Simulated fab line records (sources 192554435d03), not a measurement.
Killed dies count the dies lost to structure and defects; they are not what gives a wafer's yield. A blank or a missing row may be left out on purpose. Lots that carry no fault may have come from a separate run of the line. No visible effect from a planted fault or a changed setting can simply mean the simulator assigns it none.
One fault through the eyes of 2 desks / flow n5Finfet / numbers are kept per desk, each desk with only its own; the story behind them comes last

TOOL OWNER'S DESK, pecvd-03
The tool's own readings at N5_BEOL_M5_ILD_DEP_00 (deposits SiCOH lowk from DEMS/porogen, target thk 140.64 nm, time 25.9 s): means of the sampled wafers that have a number, for each lot that ran on this tool. A lot is out of limits, marked OUT, if its mean lies more than 4 standard deviations from the usual mean; the brackets give that distance.
Columns: A = heaterPowerW at N5_BEOL_M5_ILD_DEP_00, usual 306 W; B = showerheadPlenumPTorr at N5_BEOL_M5_ILD_DEP_00, usual 5.742 Torr; C = throttleValvePct at N5_BEOL_M5_ILD_DEP_00, usual 13.9 %
lot=L445; first seen here=day 9 05:23; A=252; B=5.735; C=13.3
lot=L446; first seen here=day 9 12:43; A=315; B=5.744; C=14.2
lot=L455; first seen here=day 11 22:56; A=288; B=5.761; C=13.8
lot=L459; first seen here=day 12 10:43; A=246; B=5.738; C=13.5
Finding of this desk: none of the 4 lots has anything out of limits.

METROLOGY DESK
Means of the sampled wafers that have a number, per lot and without regard to the tool the lot ran on: this is what the gauges read. A lot is out of limits, marked OUT, if its mean lies more than 4 standard deviations from the usual mean; the brackets give that distance.
Columns: A = M5_ILD_THK at N5_BEOL_M5_THK_MEAS_01, usual 121.1 nm
lot=L440; first seen here=day 7 16:42; A=120.0
lot=L442; first seen here=day 8 02:28; A=120.2
lot=L441; first seen here=day 8 04:31; A=119.6
lot=L445; first seen here=day 9 06:06; A=122.0
lot=L446; first seen here=day 9 13:17; A=120.8
lot=L452; first seen here=day 11 03:41; A=120.4
lot=L453; first seen here=day 11 09:17; A=122.2
lot=L455; first seen here=day 11 23:31; A=125.5
lot=L459; first seen here=day 12 11:19; A=123.9
lot=L462; first seen here=day 13 20:53; A=119.9
lot=L463; first seen here=day 14 00:36; A=120.9
Finding of this desk: none of the 11 lots has anything out of limits.

TAKEN TOGETHER
Nothing out of limits was seen by the tool owner's desk.
Metrology desk: nothing out of limits seen.

WHAT HAD BEEN PUT IN BY THE SIMULATOR
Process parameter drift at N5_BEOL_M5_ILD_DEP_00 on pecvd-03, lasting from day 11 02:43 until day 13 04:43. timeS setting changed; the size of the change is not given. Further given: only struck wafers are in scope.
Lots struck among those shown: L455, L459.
